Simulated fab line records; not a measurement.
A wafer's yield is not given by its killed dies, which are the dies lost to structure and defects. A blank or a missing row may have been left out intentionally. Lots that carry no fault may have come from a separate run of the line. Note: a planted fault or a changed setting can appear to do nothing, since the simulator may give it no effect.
What tool caused it? -- flow nandHarc -- 24 lots with 72 wafers sampled at 5 steps, on a route of 1302 steps

== WHAT EACH GAUGE READ, for each wafer ==
NHARC_P_BONDPAD_OVL_MEAS_38. Usual: overlayXNm 0 nm, standard deviation 4.3; overlayYNm -2 nm, standard deviation 6.6.
lot,measured,on,overlayXNm (nm),overlayYNm (nm),flag
L074,day 6 10:19,overlay-01,0 0 0,-4 -4 -4,
L075,day 7 02:44,overlay-02,4 4 5,-10 -10 -10,
L076,day 7 14:22,overlay-02,4 4 4,11 10 10,
L077,day 7 15:38,overlay-01,-5 -6 -5,-1 -2 0,
L078,day 8 03:32,overlay-01,6 5 6,-13 -13 -13,
L079,day 8 15:48,overlay-02,-3 -3 -3,-8 -7 -7,
L080,day 9 01:31,overlay-02,5 5 5,2 2 3,
L081,day 9 17:00,overlay-01,-2 -2 -1,4 4 4,
L082,day 9 18:58,overlay-02,0 1 1,2 3 2,
L083,day 10 12:20,overlay-02,-4 -4 -4,9 10 9,
L084,day 10 17:03,overlay-02,-2 -3 -2,-5 -5 -5,
L085,day 11 04:59,overlay-01,-5 -6 -6,-8 -9 -8,
L086,day 11 22:34,overlay-01,2 1 2,10 11 10,
L087,day 11 23:01,overlay-01,1 1 1,-10 -10 -10,
L089,day 12 15:00,overlay-01,-2 -2 -3,-7 -6 -7,
L088,day 12 16:19,overlay-02,4 3 3,-2 -2 -2,
L090,day 13 07:22,overlay-01,5 5 4,-6 -6 -7,
L091,day 13 09:31,overlay-02,5 5 5,-7 -7 -7,
L092,day 14 03:16,overlay-01,8 7 7,1 1 1,
L093,day 14 10:04,overlay-02,-6 -6 -6,-8 -8 -9,
L094,day 14 21:16,overlay-02,-3 -3 -4,0 0 1,
L095,day 15 04:20,overlay-02,-8 -8 -8,3 3 3,
L096,day 15 17:31,overlay-01,-1 -1 -1,5 5 5,
L097,day 16 00:01,overlay-02,-2 -2 -2,-4 -4 -4,

NHARC_A_ONON_D1_THK_MEAS_08: measures by ellipsometry. Usual: thkNm 999 nm, standard deviation 8.9.
lot,measured,on,thkNm (nm),flag
L074,day 7 15:03,filmMetro-02,1008 1006 1007,
L075,day 8 07:41,filmMetro-02,1011 1009 1008,
L076,day 8 18:22,filmMetro-01,988 989 990,
L077,day 8 18:31,filmMetro-01,1011 1009 1009,
L078,day 9 11:16,filmMetro-01,987 985 986,
L079,day 9 19:28,filmMetro-02,1009 1007 1006,
L080,day 10 07:38,filmMetro-01,1003 1002 1002,
L081,day 10 21:30,filmMetro-02,1004 1007 1005,
L082,day 10 21:09,filmMetro-02,1004 1002 1002,
L083,day 11 15:51,filmMetro-01,993 993 994,
L084,day 11 21:43,filmMetro-02,999 1001 1001,
L085,day 12 08:50,filmMetro-01,998 1000 999,
L086,day 13 02:05,filmMetro-01,1013 1013 1014,
L087,day 13 02:01,filmMetro-01,983 984 982,
L089,day 13 18:01,filmMetro-01,985 985 986,
L088,day 13 17:49,filmMetro-02,989 989 989,
L090,day 14 11:17,filmMetro-01,999 999 1000,
L091,day 14 11:38,filmMetro-01,1011 1009 1011,
L092,day 15 06:34,filmMetro-02,989 988 988,
L093,day 15 14:48,filmMetro-01,997 997 997,
L094,day 16 00:13,filmMetro-01,1010 1010 1009,
L095,day 16 10:08,filmMetro-01,994 995 993,
L096,day 16 21:05,filmMetro-01,996 996 997,
L097,day 17 03:00,filmMetro-01,1000 1000 999,

NHARC_A_CHANNEL_HOLE_D1_INSPECT_40. Usual: rawDefectCount 79, standard deviation 28.
lot,measured,on,rawDefectCount,flag
L074,day 8 18:08,defectInspect-01,44 60 46,
L075,day 9 13:19,defectInspect-01,57 57 46,
L076,day 9 18:44,defectInspect-02,73 90 77,
L077,day 9 20:00,defectInspect-02,60 71 57,
L078,day 10 12:30,defectInspect-01,99 84 124,
L079,day 10 20:51,defectInspect-01,100 83 113,
L080,day 11 08:36,defectInspect-02,109 115 103,
L081,day 12 01:07,defectInspect-02,111 73 83,
L082,day 12 02:37,defectInspect-01,37 44 40,
L083,day 12 17:52,defectInspect-01,91 104 72,
L084,day 13 02:12,defectInspect-02,127 129 105,
L085,day 13 10:05,defectInspect-02,47 84 61,
L086,day 14 05:55,defectInspect-02,161 125 126,
L087,day 14 05:26,defectInspect-02,53 53 47,
L089,day 14 17:56,defectInspect-01,73 72 90,
L088,day 14 16:13,defectInspect-01,77 96 105,
L090,day 15 12:59,defectInspect-02,56 55 44,
L091,day 15 10:19,defectInspect-01,110 117 107,
L092,day 16 04:36,defectInspect-02,66 71 58,
L093,day 16 12:45,defectInspect-02,74 133 74,
L094,day 17 00:39,defectInspect-02,88 65 65,
L095,day 17 16:35,defectInspect-02,55 68 39,
L096,day 17 20:43,defectInspect-02,61 102 74,
L097,day 18 03:23,defectInspect-02,41 36 49,

== WHAT TOOL EACH LOT RAN ON (gives the tool, then ch and the chambers of the sampled wafers, and finally the start) ==
lot,NHARC_P_BONDPAD_ETCH_24,NHARC_P_BONDPAD_ACTIVATE_29
L074,"rieDiel-11 ch 1,2, day 6 13:05 or earlier","rieDiel-11 ch 0,2,3, day 6 13:05"
L075,"rieDiel-02 ch 2,3, day 7 05:28 or earlier","rieDiel-11 ch 0,1, day 7 05:28"
L076,"rieDiel-11 ch 0,1,3, day 7 17:07 or earlier","rieDiel-02 ch 0,1,3, day 7 17:07"
L077,"rieDiel-11 ch 0,2, day 7 18:50 or earlier","rieDiel-11 ch 0,1,3, day 7 18:50"
L078,"rieDiel-08 ch 1,2,3, day 8 06:35 or earlier","rieDiel-11 ch 0,1,2, day 8 06:35"
L079,"rieDiel-11 ch 1,2,3, day 8 18:35 or earlier","rieDiel-02 ch 0,2, day 8 18:35"
L080,"rieDiel-11 ch 0,3, day 9 04:20 or earlier","rieDiel-11 ch 1,2,3, day 9 04:20"
L081,"rieDiel-08 ch 0,3, day 9 19:47 or earlier","rieDiel-11 ch 0,1,2, day 9 19:47"
L082,"rieDiel-02 ch 0,1,3, day 9 21:44 or earlier","rieDiel-08 ch 0,1,2, day 9 21:44"
L083,"rieDiel-08 ch 1,2,3, day 10 15:07 or earlier","rieDiel-11 ch 0,1,2, day 10 15:07"
L084,"rieDiel-11 ch 0,1,2, day 10 17:45","rieDiel-08 ch 0,2,3, day 10 19:58"
L085,"rieDiel-02 ch 2,3, day 11 08:19 or earlier","rieDiel-02 ch 0,1,2, day 11 08:19"
L086,"rieDiel-02 ch 0,1,2, day 12 01:19 or earlier","rieDiel-11 ch 0,1, day 12 01:19"
L087,"rieDiel-02 ch 0,3, day 12 02:06 or earlier","rieDiel-08 ch 0,1, day 12 02:06"
L089,"rieDiel-08 ch 2,3, day 12 17:48 or earlier","rieDiel-08 ch 0,3, day 12 17:48"
L088,"rieDiel-08 ch 0,1, day 12 19:04 or earlier","rieDiel-02 ch 0,3, day 12 19:04"
L090,"rieDiel-08 ch 0,1,3, day 13 10:11 or earlier","rieDiel-08 ch 1,2,3, day 13 10:11"
L091,"rieDiel-11 ch 0,2,3, day 13 12:15 or earlier","rieDiel-11 ch 0,2,3, day 13 12:15"
L092,"rieDiel-11 ch 0,1,2, day 14 06:02 or earlier","rieDiel-11 ch 0,1,3, day 14 06:02"
L093,"rieDiel-08 ch 0,1, day 14 12:50 or earlier","rieDiel-02 ch 0,2, day 14 12:50"
L094,"rieDiel-11 ch 0,1,2, day 15 00:02 or earlier","rieDiel-08 ch 0,3, day 15 00:02"
L095,"rieDiel-02 ch 0,2,3, day 15 07:08 or earlier","rieDiel-11 ch 1,2, day 15 07:08"
L096,"rieDiel-11 ch 0,1,3, day 15 18:16","rieDiel-11 ch 0,1, day 15 20:20"
L097,"rieDiel-08 ch 0,1,3, day 16 02:46 or earlier","rieDiel-11 ch 1,2, day 16 02:46"
- NHARC_P_BONDPAD_ETCH_24: etches the open film in CF4/N2, target depth 30 nm, time 72.99 s.
- NHARC_P_BONDPAD_ACTIVATE_29: chemistry N2, time 60 s.

== WHAT THE TOOLS THEMSELVES READ (means of the sampled wafers that have a number; where no wafer has one, the mark that the record gives instead) ==
NHARC_P_BONDPAD_ETCH_24. Usual: chamberPressureMTorr 29.997 mTorr, standard deviation 0.029; drypumpMotorCurrentA 5.6 A, standard deviation 0.47; oesProductAu 1.006 a.u., standard deviation 0.011; rfVppV 314.7 V, standard deviation 1.8; showerheadPlenumPTorr 2.66 Torr, standard deviation 0.1; throttleValvePct 19.794 %, standard deviation 0.0081.
lot,tool,chamberPressureMTorr (mTorr),drypumpMotorCurrentA (A),oesProductAu (a.u.),rfVppV (V),showerheadPlenumPTorr (Torr),throttleValvePct (%),flag
L074,rieDiel-11,29.992,5.2,1.007,314.3,2.65,19.797,
L075,rieDiel-02,30.013,6.0,1.013,315.8,2.68,19.798,
L076,rieDiel-11,29.991,5.6,0.999,315.2,2.70,19.792,
L077,rieDiel-11,29.981,5.7,1.023,316.2,2.74,19.791,
L078,rieDiel-08,29.972,5.5,1.007,315.0,2.64,19.797,
L079,rieDiel-11,29.971,5.5,1.009,315.3,2.67,19.793,
L080,rieDiel-11,30.016,6.0,1.009,315.4,2.76,19.791,
L081,rieDiel-08,30.021,6.1,1.003,312.6,2.57,19.794,
L082,rieDiel-02,29.993,5.8,1.001,315.1,2.68,19.798,
L083,rieDiel-08,29.972,5.5,0.996,314.2,2.64,19.808,
L084,rieDiel-11,30.025,5.6,1.009,314.8,2.70,19.802,
L085,rieDiel-02,30.022,5.9,1.007,315.3,2.60,19.796,
L086,rieDiel-02,29.958,5.6,0.997,314.3,2.60,19.793,
L087,rieDiel-02,29.988,5.7,1.004,316.7,2.76,19.803,
L089,rieDiel-08,29.986,6.0,1.005,313.4,2.58,19.795,
L088,rieDiel-08,30.000,5.2,0.998,315.6,2.68,19.793,
L090,rieDiel-08,30.011,5.7,0.995,314.6,2.62,19.795,
L091,rieDiel-11,29.978,5.9,1.012,315.3,2.73,19.793,
L092,rieDiel-11,30.004,5.5,1.008,315.3,2.70,19.796,
L093,rieDiel-08,29.992,5.3,1.003,315.6,2.68,19.794,
L094,rieDiel-11,29.993,5.6,1.012,315.0,2.70,19.805,
L095,rieDiel-02,29.995,5.8,1.007,314.8,2.68,19.793,
L096,rieDiel-11,29.993,5.7,1.005,315.1,2.70,19.788,
L097,rieDiel-08,29.993,5.7,1.016,313.9,2.62,19.789,

NHARC_P_BONDPAD_ACTIVATE_29. Usual: drypumpMotorCurrentA 5.6 A, standard deviation 0.45; oesProductAu 1.006 a.u., standard deviation 0.012; rfVppV 64.2 V, standard deviation 0.88; showerheadPlenumPTorr 1.79 Torr, standard deviation 0.071.
lot,tool,drypumpMotorCurrentA (A),oesProductAu (a.u.),rfVppV (V),showerheadPlenumPTorr (Torr),flag
L074,rieDiel-11,5.8,1.008,64.4,1.84,
L075,rieDiel-11,5.7,1.011,63.9,1.84,
L076,rieDiel-02,5.8,1.000,64.8,1.80,
L077,rieDiel-11,5.6,1.002,64.6,1.82,
L078,rieDiel-11,5.5,1.014,64.3,1.82,
L079,rieDiel-02,5.6,1.000,64.6,1.81,
L080,rieDiel-11,5.5,1.011,63.8,1.80,
L081,rieDiel-11,5.5,1.011,64.0,1.82,
L082,rieDiel-08,5.2,1.014,63.3,1.76,
L083,rieDiel-11,5.5,1.015,64.0,1.82,
L084,rieDiel-08,5.6,1.010,63.5,1.72,
L085,rieDiel-02,5.6,0.996,64.2,1.74,
L086,rieDiel-11,5.4,1.002,64.2,1.80,
L087,rieDiel-08,5.2,0.999,64.4,1.81,
L089,rieDiel-08,6.1,0.995,63.7,1.72,
L088,rieDiel-02,5.7,0.996,64.5,1.87,
L090,rieDiel-08,5.6,0.997,64.6,1.78,
L091,rieDiel-11,5.8,1.006,64.1,1.84,
L092,rieDiel-11,5.7,1.009,65.4,1.82,
L093,rieDiel-02,5.6,0.999,64.0,1.75,
L094,rieDiel-08,6.1,1.011,64.1,1.72,
L095,rieDiel-11,5.3,1.012,64.6,1.81,
L096,rieDiel-11,5.7,1.007,64.8,1.84,
L097,rieDiel-11,5.4,1.016,63.2,1.81,

== THE ANSWER, worked out from the rows above alone ==
Rule: take the mean of a lot's wafers that have a number; if it is more than 3 standard deviations from the usual mean, the lot is off. A lot without any number at a reading at which 4 lots or more have one is off too. Any other lot the step has rows for is counted as sound. Order of review: gauges by route order, followed by the tools' own readings, for which a lot's mean as printed above is used. The first step at which some lot is off is used, and at that step the reading that is off furthest; a lot without a number counts as furthest.
Across all readings shown, no lot is off: no conclusion can be drawn from this.

== WHAT WAS PUT IN BY THE SIMULATOR ==
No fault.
